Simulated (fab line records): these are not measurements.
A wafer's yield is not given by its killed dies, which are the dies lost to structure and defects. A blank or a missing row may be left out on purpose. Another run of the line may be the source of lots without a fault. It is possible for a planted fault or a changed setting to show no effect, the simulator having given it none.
A struck lot beside a sound one	flow nand-harc	13 out of 1159 route steps
Sound: the wafers L290.2, L290.3, L290.6. Struck: wafer L306.6. (L306.2 of the same lot was not struck and is left out.) The cause comes at the end.
Order at every step that has rows: each side's tool, ch and its chambers, its first start. Under that, the readings that differ: sound wafers	struck wafers	difference of the means	sigmas: that difference in standard deviations of wafers without a fault.
alike: same words and numbers on both sides, and readings whose means sit less than 2 such deviations apart. not compared: any withheld reading, any reading some wafer has no value for, any bound like >300 that may hide the same value, and any number with overlapping values for which the record gives no deviation.
The two part at a step that has a row with sigmas, a row that says differs or no value, or rows on one side only. Numbers that don't overlap but have no deviation are shown without sigmas and don't part them. A reading that every wafer of one side lacks parts them only if that side has two wafers or more.

first, 1 step without rows for these wafers: NHARC_A_WL_FILL_CVD_03 (deposits W, target thk 40 nm, time 3302 s).
NHARC_A_WL_FILL_ETCHBACK_04: etches the open film in NF3, target depth 60 nm, time 120 s.
  sound on rie-metal-02 ch 0,1, day 17 01:55; struck on rie-metal-02 ch 1, day 20 08:52
  alike: chamber-pressure-mTorr, drypump-motor-current-A, oes-product-au, run-length-s
  not compared: rf-hours-counter-h
NHARC_A_WL_FILL_ETCHBACK_05: etches the open film in Cl2/BCl3, target depth 22 nm, time 60 s.
  sound on rie-metal-02 ch 0,1, day 17 02:07; struck on rie-metal-02 ch 1, day 20 09:04
  alike: chamber-pressure-mTorr, drypump-motor-current-A, oes-product-au, run-length-s
  not compared: rf-hours-counter-h
then, 5 steps without rows for these wafers: NHARC_A_WL_FILL_STRIP_27 (strips in N2/H2, time 20 s); NHARC_A_WL_FILL_STRIP_28 (strips in post etch residue remover, time 1200 s); NHARC_A_WL_FILL_PRECLEAN_06 (cleans in DIW, time 300 s); NHARC_A_WL_FILL_SRD_07; NHARC_A_WL_FILL_ANNEAL_08 (time 1800 s).
NHARC_A_WL_FILL_ALD_10: deposits SiO2, target thk 50 nm, pulse time 10 s, ald cycles 500.
  sound on ald-hk-01 ch 0,2,3, day 17 08:48; struck on ald-hk-03 ch 1, day 21 00:18
  alike: heater-power-w, precursor-pulse-height-rel
NHARC_A_WL_FILL_ETCHBACK_16: etches the open film in C4F8/O2/Ar, target depth 88 nm, time 17.6 s.
  sound on rie-diel-06 ch 0,2,3; struck on rie-diel-13 ch 3
  alike: bias-w, chamber-pressure-mTorr, oes-product-au, rf-vpp-V, run-length-s
  not compared: rf-hours-counter-h
NHARC_A_WL_FILL_STRIP_29: strips in O2, time 20 s.
  sound on rie-diel-06 ch 0,1,2, day 17 12:31; struck on rie-diel-13 ch 3, day 21 02:28
reading	sound	struck	difference	sigmas
chamber-pressure-mTorr (mTorr)	60.02 60.01 60.02	59.90	-0.12	-2
  alike: drypump-motor-current-A, oes-product-au, rf-vpp-V, showerhead-plenum-p-Torr, throttle-valve-pct
  not compared: rf-hours-counter-h
NHARC_A_WL_FILL_ETCHBACK_17: etches the open film in Cl2/BCl3, target depth 4 nm, time 26.7 s.
  sound on rie-metal-03 ch 0, day 17 12:44; struck on rie-metal-02 ch 1, day 21 02:32
reading	sound	struck	difference	sigmas
run-length-s (s)	47.6 47.8 47.9	30.6	-17.2	-43
  alike: chamber-pressure-mTorr, drypump-motor-current-A, oes-product-au
  not compared: rf-hours-counter-h
then, 1 step without rows for these wafers: NHARC_A_WL_FILL_PRECLEAN_18 (cleans in dHF, time 30 s).

WHERE THEY PART
Last at NHARC_A_WL_FILL_ETCHBACK_17 as far as this record goes, first at NHARC_A_WL_FILL_STRIP_29.

WHY: what the simulator had put in
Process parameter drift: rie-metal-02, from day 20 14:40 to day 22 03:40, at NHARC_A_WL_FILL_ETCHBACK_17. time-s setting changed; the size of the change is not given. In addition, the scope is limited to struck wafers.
